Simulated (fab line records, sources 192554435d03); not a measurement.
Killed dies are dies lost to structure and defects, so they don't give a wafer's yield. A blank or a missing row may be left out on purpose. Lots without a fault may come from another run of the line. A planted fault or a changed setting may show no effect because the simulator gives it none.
fab line records | flow n5_finfet
record lots=21 wafers=63 last_day=18
route steps=1938 shown BEOL_M4@1035
lots that met no fault: from a run of the same line without faults
start_h: hours from the record's first day to the start of the lot's first wafer shown | wait_h: hours since the lot's step before | " the same as in the row above | L1.1+2: a row that stands for several wafers | - no value, or no start given | * or withheld: withheld | < > ~ a bound
route shown NAME@n: a module of which the file shows steps, and the number in the route of the first | usual: mean/standard deviation of fault-free wafers | same: alike in all rows | chamber/n: place in a boat | sites: the reading at each site | _std_site: their standard deviation | _edge_site: outer sites' mean less inner sites' | radius_mm: how far each site lies from the wafer's centre | mask NAME#n: copy n | behind: the tool/chamber that last shaped the wafer | hold: why the lot was held/for how many hours/how that ended | device: the transistor (n, p or np) that didn't switch | end of line: the same wafers' tests at the end of the route | a step without rows: its recipe alone | killed: dies lost to structure and defects at the first sort, not the wafer's yield | map: a wafer's dies, x killed, . not, _ none there
set.NAME: the setting as run; set.NAME@STEP: as run at that earlier step | model.NAME: the simulator's own value behind a step, which no gauge read
steps of the route over a sample of lots; a table a step, a row a wafer
services: from which hour (start_h, from the record's first day; less than 0 if before it) a tool's chamber was out of use, for how many hours, and why
## steps
# step N5_BEOL_M4_OVL_MEAS_12
# recipe points_per_wafer=522
# usual M4_OVL=-0.1/0.55
# same points_per_wafer=522
# columns lot.wafer tool chamber start_h wait_h M4_OVL[nm]
L075.1 overlay-02 0 170.52 0.0 0.3
L075.2 " 0 " " 0.3
L075.6 " 0 " " -0.5
L076.4 overlay-02 0 174.67 0.0 -0.3
L076.5 " 0 " " -0.4
L076.6 " 0 " " -0.7
L074.3 overlay-01 0 180.27 0.0 -0.4
L074.5 " 0 " " -0.8
L074.6 " 0 " " -1.6
L077.2 overlay-01 0 185.22 0.0 0.1
L077.5 " 0 " " 0.6
L077.6 " 0 " " -0.1
L079.2 overlay-02 0 204.96 0.0 -0.7
L079.3 " 0 " " -0.5
L079.4 " 0 " " -0.4
L080.2 overlay-01 0 208.84 0.0 -0.5
L080.5 " 0 " " -0.7
L080.6 " 0 " " -1.0
L083.3 overlay-02 0 216.22 0.0 -0.6
L083.5 " 0 " " -0.6
L083.6 " 0 " " 0.3
L084.2 overlay-01 0 239.52 0.0 0.3
L084.3 " 0 " " 0.9
L084.5 " 0 " " 0.3
L082.1 overlay-01 0 242.63 0.0 -0.8
L082.3 " 0 " " 0.5
L082.4 " 0 " " 0.0
L085.2 overlay-02 0 243.33 0.0 -0.3
L085.3 " 0 " " 0.6
L085.4 " 0 " " 0.3
L088.1 overlay-01 0 243.80 0.0 0.2
L088.5 " 0 " " -0.5
L088.6 " 0 " " -0.7
L086.1 overlay-01 0 251.15 0.0 -0.7
L086.5 " 0 " " 0.7
L086.6 " 0 " " -0.1
L087.1 overlay-02 0 256.49 0.0 1.0
L087.3 " 0 " " 0.8
L087.6 " 0 " " 0.0
L089.2 overlay-02 0 256.66 0.0 0.6
L089.5 " 0 " " 0.6
L089.6 " 0 " " -0.1
L090.1 overlay-01 0 268.31 0.0 -0.4
L090.3 " 0 " " -0.1
L090.4 " 0 " " -0.1
L092.1 overlay-02 0 277.53 0.0 -0.2
L092.4 " 0 " " -0.5
L092.6 " 0 " " -0.2
L093.1 overlay-01 0 281.87 0.0 -0.1
L093.2 " 0 " " -0.3
L093.4 " 0 " " -0.1
L091.1 overlay-01 0 283.01 0.0 -0.4
L091.2 " 0 " " 0.0
L091.3 " 0 " " -0.2
L095.3 overlay-02 0 284.05 0.0 -0.5
L095.5 " 0 " " 0.3
L095.6 " 0 " " -0.2
L096.1 overlay-01 0 310.83 0.0 -0.9
L096.2 " 0 " " -0.2
L096.4 " 0 " " -0.1
L097.2 overlay-02 0 317.17 0.0 -0.5
L097.3 " 0 " " -0.7
L097.5 " 0 " " -0.8
# step N5_BEOL_M4_ETCH_74
# recipe chemistry=N2/H2 target=underlayer target_depth_a=65 mask_material=CAR-EUV time_s=5.2 ion_energy_ev=200 pressure_mtorr=30 source_w=840 bias_w=150 n2_flow_sccm=200 h2_flow_sccm=200 ends=cleared
# usual bias_w=150.0/0.45 drypump_motor_current_A=5.6/0.33 etch_rf_on_time_s=5.24/0.12 n2_flow_sccm=199.8/0.6 oes_product_au=0.67/0.09 rf_vpp_V=524.0/2.9 showerhead_plenum_p_Torr=2.55/0.092 throttle_valve_pct=17.93/0.23
# columns lot.wafer tool chamber start_h wait_h bias_w drypump_motor_current_A etch_rf_on_time_s n2_flow_sccm oes_product_au rf_hours_counter_h rf_vpp_V showerhead_plenum_p_Torr throttle_valve_pct
L075.1 rie_diel-01 0 171.05 0.0 149.6 5.5 5.33 200.1 0.62 173 527.8 2.64 18.00
L075.2 " 1 " " 150.5 5.4 5.15 200.5 0.61 213 519.5 2.41 18.39
L075.6 " 3 " " 149.5 5.5 5.16 199.8 0.61 - 524.2 2.51 17.82
L076.4 rie_diel-03 2 174.77 0.0 150.3 5.7 5.22 199.9 0.79 11 530.1 2.71 17.81
L076.5 " 0 " " 150.8 5.3 5.20 199.2 0.63 - 519.6 2.42 17.86
L076.6 " 1 " " 150.2 5.6 5.20 200.0 0.60 - 528.2 2.63 18.40
L074.3 rie_diel-01 0 180.41 0.0 149.4 5.5 5.33 198.0 0.61 175 525.7 2.64 17.99
L074.5 " 0 " " 149.8 5.5 5.32 198.3 0.62 - 524.2 2.64 18.00
L074.6 " 3 " " 149.9 5.5 5.24 199.1 0.61 - 521.8 2.51 17.81
L077.2 rie_diel-01 1 185.48 0.0 150.3 5.3 5.22 199.3 0.59 217 520.5 2.41 18.42
L077.5 " 2 " " 149.8 5.9 5.36 200.2 0.58 - 522.8 2.53 17.98
L077.6 " 1 " " 149.5 5.3 5.22 199.2 0.60 - 520.4 2.41 18.39
L079.2 rie_diel-06 1 205.08 0.0 149.9 5.5 5.17 199.8 0.78 21 523.2 2.50 17.52
L079.3 " 3 " " 150.2 5.5 5.13 199.7 0.75 30 522.1 2.48 18.03
L079.4 " 2 " " 149.9 5.4 5.20 199.2 0.81 - 523.5 2.60 17.66
L080.2 rie_diel-06 3 209.07 0.0 149.3 5.5 5.18 199.7 0.77 32 523.0 2.48 18.06
L080.5 " 3 " " 150.2 5.5 5.17 200.2 0.76 - 524.2 2.48 18.07
L080.6 " 1 " " 150.7 5.5 5.09 200.0 0.78 - 521.0 2.50 17.50
L083.3 rie_diel-06 2 216.34 0.0 150.3 5.4 5.22 199.8 0.81 9 524.1 2.60 17.66
L083.5 " 3 " " 150.3 5.6 5.11 200.3 0.76 - 520.3 2.48 18.05
L083.6 " 2 " " 149.5 5.4 5.23 201.3 0.79 - 524.8 2.60 17.66
L084.2 rie_diel-01 2 239.64 0.0 150.1 5.9 5.50 200.0 0.57 224 523.2 2.52 18.01
L084.3 " 0 " " 149.8 5.5 5.39 199.9 0.60 197 527.4 2.63 18.05
L084.5 " 2 " " 150.8 5.8 5.38 199.5 0.58 - 523.7 2.52 18.01
L082.1 rie_diel-01 0 242.80 0.0 149.4 5.5 5.40 200.6 0.60 198 525.6 2.63 18.03
L082.3 " 3 " " 150.2 5.5 5.26 200.0 0.60 216 523.4 2.50 17.85
L082.4 " 2 " " 150.8 5.8 5.38 199.7 0.59 225 523.1 2.52 18.01
L085.2 rie_diel-03 0 243.75 0.0 150.2 5.3 5.23 199.8 0.61 204 521.9 2.41 17.89
L085.3 " 2 " " 149.8 5.7 5.19 200.3 0.75 34 528.0 2.70 17.90
L085.4 " 3 " " 150.2 6.6 5.41 199.2 0.68 97 527.1 2.66 17.54
L088.1 rie_diel-03 3 244.48 0.0 149.5 6.6 5.38 199.8 0.67 97 526.4 2.66 17.54
L088.5 " 0 " " 150.0 5.3 5.21 200.0 0.60 - 521.1 2.41 17.91
L088.6 " 1 " " 150.4 5.7 4.96 200.3 0.84 - 523.9 2.62 18.01
L086.1 rie_diel-03 0 251.28 0.0 150.4 5.3 5.22 200.2 0.60 206 519.5 2.41 17.93
L086.5 " 0 " " 150.3 5.3 5.21 199.8 0.61 - 519.2 2.41 17.92
L086.6 " 1 " " 150.0 5.7 4.98 199.0 0.83 - 525.1 2.62 18.02
L087.1 rie_diel-01 2 256.61 0.0 150.5 5.8 5.46 200.1 0.58 231 522.4 2.52 18.05
L087.3 " 1 " " 149.6 5.3 5.21 199.7 0.59 243 519.4 2.40 18.43
L087.6 " 3 " " 149.5 5.5 5.35 199.0 0.59 - 523.2 2.50 17.86
L089.2 rie_diel-01 0 256.85 0.0 150.1 5.5 5.38 199.7 0.60 203 524.1 2.63 18.02
L089.5 " 2 " " 149.8 5.8 5.32 199.4 0.58 - 522.7 2.52 18.02
L089.6 " 1 " " 150.1 5.3 5.16 200.7 0.58 - 519.9 2.40 18.45
L090.1 rie_diel-06 3 268.44 0.0 149.4 5.6 5.12 199.4 0.72 54 523.2 2.47 18.09
L090.3 " 2 " " 149.4 5.4 5.26 199.9 0.76 25 526.3 2.59 17.67
L090.4 " 1 " " 149.6 5.5 5.24 200.0 0.74 44 524.2 2.49 17.54
L092.1 rie_diel-03 0 277.76 0.0 150.3 5.3 5.26 200.4 0.59 215 519.3 2.41 17.93
L092.4 " 2 " " 150.0 5.7 5.17 199.2 0.73 46 525.7 2.69 17.87
L092.6 " 0 " " 150.1 5.3 5.29 199.8 0.59 - 516.3 2.41 17.94
L093.1 rie_diel-01 2 282.01 0.0 149.4 5.8 5.39 199.8 0.57 242 522.7 2.51 18.05
L093.2 " 0 " " 149.3 5.5 5.30 199.5 0.60 214 529.7 2.63 18.04
L093.4 " 3 " " 149.4 5.5 5.15 199.5 0.60 - 522.1 2.49 17.87
L091.1 rie_diel-03 0 283.14 0.0 149.8 5.3 5.28 200.8 0.59 218 522.5 2.41 17.93
L091.2 " 3 " " 151.2 6.6 5.29 199.5 0.67 111 524.9 2.65 17.59
L091.3 " 1 " " 150.4 5.7 5.01 199.4 0.82 22 524.5 2.62 18.02
L095.3 rie_diel-01 0 284.36 0.0 150.1 5.5 5.39 199.2 0.59 214 524.5 2.63 18.06
L095.5 " 3 " " 149.9 5.5 5.16 199.4 0.60 - 522.3 2.49 17.87
L095.6 " 2 " " 150.1 5.8 5.44 199.7 0.57 - 522.1 2.51 18.06
L096.1 rie_diel-06 3 310.98 0.0 150.2 5.5 5.18 199.4 0.71 68 521.7 2.47 18.13
L096.2 " 1 " " 149.9 5.5 5.18 200.1 0.72 57 524.0 2.48 17.56
L096.4 " 0 " " 149.9 6.5 5.35 199.6 0.61 174 520.7 2.43 17.88
L097.2 rie_diel-01 0 317.30 0.0 149.4 5.5 5.41 199.6 0.58 230 528.2 2.62 18.10
L097.3 " 1 " " 149.9 5.4 5.12 199.9 0.82 10 527.9 2.71 18.03
L097.5 " 3 " " 149.3 5.5 5.28 199.2 0.58 - 523.4 2.49 17.89
# step N5_BEOL_M4_STRIP_66
# recipe chemistry=CF4 resist=SiARC power_w=300 bias_power_w=75 pressure_mtorr=50 cf4_flow_sccm=150 rf_frequency_hz=6e+07
# usual cf4_flow_sccm=149.9/0.46 drypump_motor_current_A=5.6/0.32 oes_product_au=0.78/0.096 rf_vpp_V=271.2/1.6 showerhead_plenum_p_Torr=1.79/0.061 throttle_valve_pct=13.62/0.25
# columns lot.wafer tool chamber start_h wait_h cf4_flow_sccm drypump_motor_current_A oes_product_au rf_hours_counter_h rf_vpp_V showerhead_plenum_p_Torr throttle_valve_pct
L075.1 rie_diel-01 0 171.23 0.0 149.5 5.5 0.74 173 272.8 1.86 13.66
L075.2 " 1 " " 149.5 5.3 0.71 213 270.2 1.71 14.13
L075.6 " 3 " " 149.4 5.5 0.72 - 269.8 1.76 13.55
L076.4 rie_diel-03 2 174.95 0.0 150.3 5.7 0.92 11 274.8 1.91 13.49
L076.5 " 0 " " 149.6 5.3 0.72 - 268.7 1.72 13.67
L076.6 " 1 " " 149.8 5.7 0.69 - 272.3 1.84 14.01
L074.3 rie_diel-01 0 180.58 0.0 149.6 5.5 0.73 175 273.1 1.86 13.64
L074.5 " 0 " " 149.3 5.5 0.73 - 272.7 1.86 13.64
L074.6 " 3 " " 149.5 5.5 0.72 - 272.8 1.76 13.54
L077.2 rie_diel-01 1 185.66 0.0 150.0 5.3 0.70 218 269.1 1.71 14.12
L077.5 " 2 " " 150.2 5.8 0.69 - 270.4 1.78 13.76
L077.6 " 1 " " 149.7 5.3 0.70 - 268.0 1.71 14.14
L079.2 rie_diel-06 1 205.26 0.0 150.7 5.5 0.89 21 270.4 1.75 13.06
L079.3 " 3 " " 149.7 5.5 0.87 30 270.4 1.76 13.63
L079.4 " 2 " " 150.7 5.3 0.94 - 272.1 1.83 13.25
L080.2 rie_diel-06 3 209.25 0.0 149.7 5.5 0.87 32 271.6 1.76 13.64
L080.5 " 3 " " 149.6 5.5 0.87 - 269.2 1.76 13.63
L080.6 " 1 " " 149.0 5.5 0.90 - 270.0 1.75 13.07
L083.3 rie_diel-06 2 216.51 0.0 149.7 5.4 0.92 9 273.0 1.83 13.28
L083.5 " 3 " " 149.9 5.5 0.86 - 271.7 1.76 13.65
L083.6 " 2 " " 149.9 5.3 0.92 - 273.5 1.83 13.25
L084.2 rie_diel-01 2 239.82 0.0 150.0 5.8 0.69 224 271.0 1.78 13.81
L084.3 " 0 " " 150.6 5.5 0.72 197 272.1 1.86 13.71
L084.5 " 2 " " 149.8 5.8 0.68 - 271.3 1.78 13.81
L082.1 rie_diel-01 0 242.98 0.0 149.8 5.5 0.71 198 271.4 1.86 13.71
L082.3 " 3 " " 149.7 5.5 0.70 216 271.6 1.76 13.60
L082.4 " 2 " " 149.8 5.8 0.69 225 271.1 1.77 13.80
L085.2 rie_diel-03 0 243.92 0.0 149.6 5.3 0.70 204 268.9 1.72 13.74
L085.3 " 2 " " 150.7 5.7 0.87 34 274.5 1.90 13.54
L085.4 " 3 " " 150.2 6.6 0.80 97 274.1 1.86 13.36
L088.1 rie_diel-03 3 244.66 0.0 150.3 6.6 0.80 98 272.9 1.86 13.38
L088.5 " 0 " " 149.6 5.3 0.70 - 269.1 1.72 13.71
L088.6 " 1 " " 150.8 5.7 0.96 - 271.5 1.84 13.47
L086.1 rie_diel-03 0 251.46 0.0 149.4 5.3 0.70 206 270.3 1.71 13.73
L086.5 " 0 " " 149.7 5.4 0.70 - 270.8 1.71 13.73
L086.6 " 1 " " 150.2 5.7 0.95 - 271.1 1.83 13.48
L087.1 rie_diel-01 2 256.79 0.0 149.9 5.8 0.68 231 270.2 1.77 13.84
L087.3 " 1 " " 149.9 5.3 0.69 243 268.5 1.71 14.18
L087.6 " 3 " " 150.2 5.5 0.70 - 270.4 1.76 13.60
L089.2 rie_diel-01 0 257.02 0.0 149.9 5.5 0.71 203 272.2 1.85 13.73
L089.5 " 2 " " 149.0 5.8 0.68 - 269.2 1.77 13.84
L089.6 " 1 " " 149.3 5.3 0.69 - 272.0 1.71 14.19
L090.1 rie_diel-06 3 268.62 0.0 151.2 5.5 0.84 54 269.6 1.75 13.70
L090.3 " 2 " " 150.2 5.3 0.89 25 272.3 1.83 13.31
L090.4 " 1 " " 149.8 5.5 0.86 44 271.1 1.74 13.14
L092.1 rie_diel-03 0 277.94 0.0 150.6 5.3 0.70 215 268.2 1.71 13.77
L092.4 " 2 " " 149.8 5.7 0.84 46 274.4 1.90 13.58
L092.6 " 0 " " 150.3 5.3 0.69 - 268.6 1.71 13.76
L093.1 rie_diel-01 2 282.19 0.0 149.8 5.8 0.67 242 269.7 1.77 13.86
L093.2 " 0 " " 150.1 5.5 0.71 214 271.8 1.85 13.72
L093.4 " 3 " " 150.6 5.5 0.69 - 269.6 1.75 13.63
L091.1 rie_diel-03 0 283.32 0.0 150.5 5.4 0.70 218 269.4 1.71 13.78
L091.2 " 3 " " 150.2 6.6 0.79 111 272.6 1.85 13.41
L091.3 " 1 " " 149.1 5.7 0.91 22 272.6 1.83 13.51
L095.3 rie_diel-01 0 284.54 0.0 149.4 5.5 0.70 215 273.4 1.85 13.75
L095.5 " 3 " " 149.7 5.5 0.69 - 271.9 1.75 13.63
L095.6 " 2 " " 149.7 5.8 0.67 - 270.0 1.77 13.86
L096.1 rie_diel-06 3 311.16 0.0 149.8 5.5 0.82 69 269.2 1.75 13.74
L096.2 " 1 " " 149.6 5.4 0.83 57 269.7 1.74 13.18
L096.4 " 0 " " 149.9 6.5 0.73 174 270.0 1.73 13.75
L097.2 rie_diel-01 0 317.47 0.0 149.3 5.5 0.69 230 271.1 1.85 13.79
L097.3 " 1 " " 149.1 5.3 0.94 10 272.0 1.91 13.67
L097.5 " 3 " " 150.3 5.5 0.68 - 271.3 1.75 13.67
# step N5_BEOL_M4_ETCH_77
# recipe chemistry=N2/H2 target=underlayer target_depth_a=65 mask_material=CAR-EUV time_s=5.2 ion_energy_ev=200 pressure_mtorr=30 source_w=840 bias_w=150 n2_flow_sccm=200 h2_flow_sccm=200 ends=cleared
# usual bias_w=150.0/0.44 drypump_motor_current_A=5.7/0.42 etch_rf_on_time_s=5.22/0.12 n2_flow_sccm=200.0/0.57 oes_product_au=0.69/0.085 rf_vpp_V=524/3 showerhead_plenum_p_Torr=2.53/0.089 throttle_valve_pct=17.86/0.22
# columns lot.wafer tool chamber start_h wait_h bias_w drypump_motor_current_A etch_rf_on_time_s n2_flow_sccm oes_product_au rf_hours_counter_h rf_vpp_V showerhead_plenum_p_Torr throttle_valve_pct
L075.1 rie_diel-06 1 171.95 0.0 150.4 5.5 5.13 200.5 0.81 8 525 2.50 17.49
L075.2 " 3 " " 150.1 5.5 5.09 199.5 0.79 17 523 2.49 18.04
L075.6 " 0 " " 149.8 6.5 5.36 199.6 0.65 - 522 2.45 17.82
L076.4 rie_diel-06 0 175.67 0.0 149.8 6.5 5.38 199.2 0.65 - 521 2.45 17.81
L076.5 " 1 " " 149.8 5.5 5.17 201.1 0.79 - 522 2.50 17.47
L076.6 " 3 " " 150.5 5.5 5.15 198.8 0.79 - 521 2.49 18.04
L074.3 rie_diel-06 1 181.38 0.0 149.5 5.5 5.22 200.6 0.79 13 520 2.50 17.49
L074.5 " 1 " " 150.2 5.5 5.17 198.9 0.80 - 524 2.50 17.48
L074.6 " 0 " " 149.5 6.5 5.40 199.6 0.64 - 520 2.45 17.80
L077.2 rie_diel-03 0 186.37 0.0 149.7 5.4 5.30 198.8 0.61 183 521 2.42 17.88
L077.5 " 0 " " 149.9 5.3 5.27 198.5 0.60 - 522 2.42 17.88
L077.6 " 2 " " 149.9 5.7 5.27 201.0 0.77 - 529 2.71 17.83
L079.2 rie_diel-06 1 205.98 0.0 150.1 5.5 5.13 199.5 0.77 22 522 2.50 17.51
L079.3 " 3 " " 150.4 5.6 5.19 200.2 0.76 31 522 2.49 18.05
L079.4 " 2 " " 149.9 5.4 5.22 199.9 0.82 - 526 2.60 17.65
L080.2 rie_diel-06 2 210.04 0.0 149.6 5.4 5.21 200.0 0.81 7 526 2.60 17.62
L080.5 " 1 " " 149.7 5.5 5.13 200.4 0.78 - 520 2.50 17.52
L080.6 " 3 " " 150.2 5.5 5.14 199.4 0.75 - 524 2.48 18.06
L083.3 rie_diel-06 3 217.73 0.0 149.9 5.5 5.11 200.4 0.77 34 524 2.48 18.06
L083.5 " 3 " " 150.3 5.5 5.18 199.6 0.74 - 522 2.48 18.08
L083.6 " 0 " " 149.4 6.5 5.27 200.2 0.64 - 521 2.45 17.84
L084.2 rie_diel-03 2 240.76 0.0 150.2 5.7 5.09 200.1 0.75 33 529 2.70 17.88
L084.3 " 1 " " 149.7 5.7 4.99 200.2 0.85 7 524 2.63 18.01
L084.5 " 3 " " 150.3 6.6 5.37 200.5 0.68 - 526 2.66 17.54
L082.1 rie_diel-01 0 244.00 0.0 149.9 5.5 5.33 199.0 0.61 199 527 2.63 18.05
L082.3 " 1 " " 149.4 5.3 5.17 200.1 0.59 238 519 2.40 18.43
L082.4 " 2 " " 149.7 5.8 5.36 200.7 0.57 226 522 2.52 18.02
L085.2 rie_diel-03 2 244.77 0.0 150.1 5.8 5.16 200.0 0.75 34 530 2.70 17.88
L085.3 " 0 " " 150.2 5.3 5.22 199.3 0.61 204 520 2.41 17.93
L085.4 " 1 " " 150.2 5.6 4.94 199.6 0.84 9 525 2.62 18.00
L088.1 rie_diel-03 2 245.36 0.0 150.0 5.7 5.17 199.6 0.74 34 529 2.70 17.87
L088.5 " 0 " " 150.4 5.3 5.21 199.7 0.61 - 520 2.41 17.94
L088.6 " 3 " " 149.5 6.6 5.32 199.8 0.68 - 527 2.66 17.54
L086.1 rie_diel-06 0 252.36 0.0 149.3 6.5 5.25 199.3 0.64 153 520 2.44 17.85
L086.5 " 3 " " 149.8 5.6 5.02 198.6 0.74 - 525 2.48 18.08
L086.6 " 2 " " 150.4 5.3 5.15 200.6 0.77 - 529 2.59 17.67
L087.1 rie_diel-06 1 257.61 0.0 149.8 5.5 5.18 200.1 0.75 40 525 2.49 17.53
L087.3 " 3 " " 149.9 5.5 5.16 199.6 0.72 50 522 2.48 18.09
L087.6 " 3 " " 149.7 5.5 5.16 200.6 0.73 - 522 2.48 18.09
L089.2 rie_diel-03 0 257.85 0.0 150.7 5.3 5.26 200.2 0.59 208 518 2.41 17.94
L089.5 " 0 " " 150.3 5.4 5.27 201.0 0.60 - 521 2.41 17.92
L089.6 " 1 " " 150.2 5.7 5.01 201.2 0.83 - 526 2.62 18.02
L090.1 rie_diel-01 3 269.47 0.0 149.9 5.5 5.21 200.2 0.60 226 525 2.50 17.88
L090.3 " 0 " " 149.9 5.5 5.38 199.7 0.59 208 526 2.63 18.07
L090.4 " 2 " " 149.7 5.8 5.37 200.3 0.57 236 523 2.52 18.03
L092.1 rie_diel-06 2 278.86 0.0 149.5 5.3 5.23 200.7 0.76 29 526 2.59 17.71
L092.4 " 3 " " 149.1 5.5 5.22 200.0 0.72 59 523 2.47 18.14
L092.6 " 1 " " 150.6 5.5 5.20 199.6 0.74 - 522 2.49 17.56
L093.1 rie_diel-01 2 283.01 0.0 149.6 5.8 5.39 201.2 0.56 242 525 2.51 18.06
L093.2 " 3 " " 149.8 5.5 5.29 199.8 0.59 232 523 2.49 17.86
L093.4 " 3 " " 149.7 5.5 5.20 200.3 0.60 - 523 2.49 17.87
L091.1 rie_diel-01 3 284.25 0.0 150.3 5.5 5.22 201.2 0.60 232 522 2.49 17.88
L091.2 " 0 " " 150.3 5.5 5.33 200.6 0.59 214 527 2.63 18.06
L091.3 " 2 " " 149.4 5.8 5.38 200.1 0.56 243 522 2.51 18.04
L095.3 rie_diel-06 0 285.52 0.0 149.9 6.5 5.33 200.6 0.62 166 520 2.44 17.89
L095.5 " 2 " " 150.1 5.4 5.23 199.4 0.76 - 527 2.59 17.68
L095.6 " 3 " " 149.9 5.6 5.21 200.5 0.71 - 523 2.47 18.12
L096.1 rie_diel-03 0 312.01 0.0 150.3 5.3 5.24 199.6 0.58 229 521 2.40 17.96
L096.2 " 2 " " 150.6 5.7 5.18 199.8 0.73 58 528 2.69 17.91
L096.4 " 1 " " 150.3 5.7 5.01 199.8 0.79 32 524 2.61 18.04
L097.2 rie_diel-03 3 318.20 0.0 149.4 6.6 5.37 200.0 0.66 124 525 2.64 17.59
L097.3 " 2 " " 150.6 5.8 5.22 199.1 0.72 60 531 2.69 17.92
L097.5 " 1 " " 149.6 5.7 4.98 199.6 0.79 - 524 2.61 18.06
# step N5_BEOL_M4_ANNEAL_87
# recipe temp_c=400 time_s=240 ambient=vacuum
# usual heater_power_w=810/67
# columns lot.wafer tool chamber start_h wait_h heater_power_w
L075.1 pvd_sputter-01 - 183.60 0.0 795
L075.2 " - " " 754
L075.6 " - " " 817
L074.3 pvd_sputter-03 - 186.37 0.0 827
L074.5 " - " " 801
L074.6 " - " " 745
L076.4 pvd_sputter-03 - 201.52 0.0 805
L076.5 " - " " 805
L076.6 " - " " 863
L077.2 pvd_sputter-01 - 206.53 0.0 787
L077.5 " - " " 808
L077.6 " - " " 750
L079.2 pvd_sputter-01 - 212.71 0.0 780
L079.3 " - " " 875
L079.4 " - " " 760
L080.2 pvd_sputter-02 - 214.42 0.0 781
L080.5 " - " " 765
L080.6 " - " " 946
L083.3 pvd_sputter-03 - 222.57 0.0 955
L083.5 " - " " 746
L083.6 " - " " 915
L084.2 pvd_sputter-03 - 249.48 0.0 922
L084.3 " - " " 842
L084.5 " - " " 744
L082.1 pvd_sputter-02 - 254.46 0.0 931
L082.3 " - " " 788
L082.4 " - " " 764
L088.1 pvd_sputter-01 - 256.27 0.0 810
L088.5 " - " " 762
L088.6 " - " " 798
L085.2 pvd_sputter-02 - 257.76 0.0 701
L085.3 " - " " 769
L085.4 " - " " 908
L086.1 pvd_sputter-01 - 270.31 0.0 817
L086.5 " - " " 840
L086.6 " - " " 810
L087.1 pvd_sputter-01 - 275.95 0.0 837
L087.3 " - " " 786
L087.6 " - " " 735
L089.2 pvd_sputter-01 - 283.39 0.0 786
L089.5 " - " " 754
L089.6 " - " " 815
L090.1 pvd_sputter-02 - 285.91 0.0 764
L090.3 " - " " 951
L090.4 " - " " 774
L092.1 pvd_sputter-02 - 287.75 0.0 713
L092.4 " - " " 935
L092.6 " - " " 780
L091.1 pvd_sputter-01 - 291.38 0.0 810
L091.2 " - " " 880
L091.3 " - " " 748
L093.1 pvd_sputter-02 - 291.47 0.0 786
L093.2 " - " " 719
L093.4 " - " " 936
L095.3 pvd_sputter-02 - 308.82 0.0 697
L095.5 " - " " 710
L095.6 " - " " 774
L096.1 pvd_sputter-02 - 329.37 0.0 697
L096.2 " - " " 930
L096.4 " - " " 780
L097.2 pvd_sputter-03 - 333.06 0.0 922
L097.3 " - " " 778
L097.5 " - " " 866
# step N5_BEOL_M4_SPUTTER_90
# recipe material=Cu target_thk_a=45 temp_c=-20 chamber_pressure_pa=0.07 power_w=withheld time_s=8.29
# usual chamber_pressure_pa=0.07001/0.00013 throttle_valve_pct=29.9/0.83
# columns lot.wafer tool chamber start_h wait_h chamber_pressure_pa throttle_valve_pct
L075.1 pvd_sputter-01 - 183.96 0.1 0.07007 30.3
L075.2 " - " " 0.07002 29.0
L075.6 " - " " 0.06983 30.4
L074.3 pvd_sputter-03 - 186.73 0.1 0.06982 28.1
L074.5 " - " " 0.06982 29.2
L074.6 " - " " 0.06997 31.5
L076.4 pvd_sputter-03 - 201.88 0.1 0.07004 29.2
L076.5 " - " " 0.0701 28.9
L076.6 " - " " 0.07005 28.3
L077.2 pvd_sputter-01 - 206.89 0.1 0.06999 30.1
L077.5 " - " " 0.06982 30.4
L077.6 " - " " 0.06999 29.0
L079.2 pvd_sputter-01 - 213.07 0.1 0.07007 30.4
L079.3 " - " " 0.06999 30.9
L079.4 " - " " 0.06978 29.1
L080.2 pvd_sputter-02 - 214.78 0.1 0.06998 30.4
L080.5 " - " " 0.07019 30.6
L080.6 " - " " 0.06989 30.1
L083.3 pvd_sputter-03 - 222.93 0.1 0.06993 29.5
L083.5 " - " " 0.0697 31.8
L083.6 " - " " 0.07002 29.7
L084.2 pvd_sputter-03 - 249.84 0.1 0.0701 29.7
L084.3 " - " " 0.07019 28.2
L084.5 " - " " 0.06996 31.7
L082.1 pvd_sputter-02 - 254.82 0.1 0.06994 29.8
L082.3 " - " " 0.07017 29.7
L082.4 " - " " 0.0701 30.3
L088.1 pvd_sputter-01 - 256.63 0.1 0.07002 30.1
L088.5 " - " " 0.06994 29.1
L088.6 " - " " 0.0699 30.0
L085.2 pvd_sputter-02 - 258.12 0.1 0.06998 29.7
L085.3 " - " " 0.07018 29.8
L085.4 " - " " 0.07028 30.0
L086.1 pvd_sputter-01 - 270.67 0.1 0.07005 30.8
L086.5 " - " " 0.07004 30.9
L086.6 " - " " 0.06983 30.2
L087.1 pvd_sputter-01 - 276.31 0.1 0.07 31.1
L087.3 " - " " 0.0702 30.4
L087.6 " - " " 0.07007 28.8
L089.2 pvd_sputter-01 - 283.75 0.1 0.07014 30.3
L089.5 " - " " 0.07007 29.0
L089.6 " - " " 0.06977 30.3
L090.1 pvd_sputter-02 - 286.27 0.1 0.07028 30.3
L090.3 " - " " 0.07009 30.2
L090.4 " - " " 0.07005 29.6
L092.1 pvd_sputter-02 - 288.11 0.1 0.07015 29.8
L092.4 " - " " 0.07013 30.0
L092.6 " - " " 0.06999 30.0
L091.1 pvd_sputter-01 - 291.74 0.1 0.06992 30.6
L091.2 " - " " 0.06995 31.1
L091.3 " - " " 0.07006 29.0
L093.1 pvd_sputter-02 - 291.83 0.1 0.07013 29.7
L093.2 " - " " 0.0699 29.7
L093.4 " - " " 0.07018 29.8
L095.3 pvd_sputter-02 - 309.18 0.1 0.06994 29.8
L095.5 " - " " 0.06984 29.7
L095.6 " - " " 0.06989 30.3
L096.1 pvd_sputter-02 - 329.73 0.1 0.06992 29.8
L096.2 " - " " 0.07017 29.9
L096.4 " - " " 0.06994 30.2
L097.2 pvd_sputter-03 - 333.42 0.1 0.07008 29.8
L097.3 " - " " 0.07011 29.1
L097.5 " - " " 0.0701 28.1
## services
# columns tool chamber start_h hours kind
rie_diel-06 2 166.95 - clean
rie_diel-06 2 166.95 - consumable_replace:focus_ring
rie_diel-06 2 166.95 22.3 scheduled_down
rie_diel-06 2 166.95 22.3 vent_cycle
rie_diel-03 2 177.94 5.5 repair
rie_diel-06 0 200.50 16.6 repair
rie_diel-03 - 205.84 0.2 repair
rie_diel-03 2 220.89 7.3 repair
rie_diel-06 2 254.76 7.2 repair
rie_diel-01 1 275.60 - clean
rie_diel-01 1 275.60 - consumable_replace:focus_ring
rie_diel-01 1 275.60 - consumable_replace:showerhead
rie_diel-01 1 275.60 19.0 scheduled_down
rie_diel-01 1 275.60 19.0 vent_cycle
rie_diel-01 2 299.41 - clean
rie_diel-01 2 299.41 - consumable_replace:focus_ring
rie_diel-01 2 299.41 30.5 scheduled_down
rie_diel-01 2 299.41 30.5 vent_cycle
pvd_sputter-01 - 312.40 8.6 repair
rie_diel-01 3 329.94 - clean
rie_diel-01 3 329.94 - consumable_replace:focus_ring
rie_diel-01 3 329.94 26.7 scheduled_down
rie_diel-01 3 329.94 26.7 vent_cycle
rie_diel-03 1 331.23 10.9 repair
## key
fault none
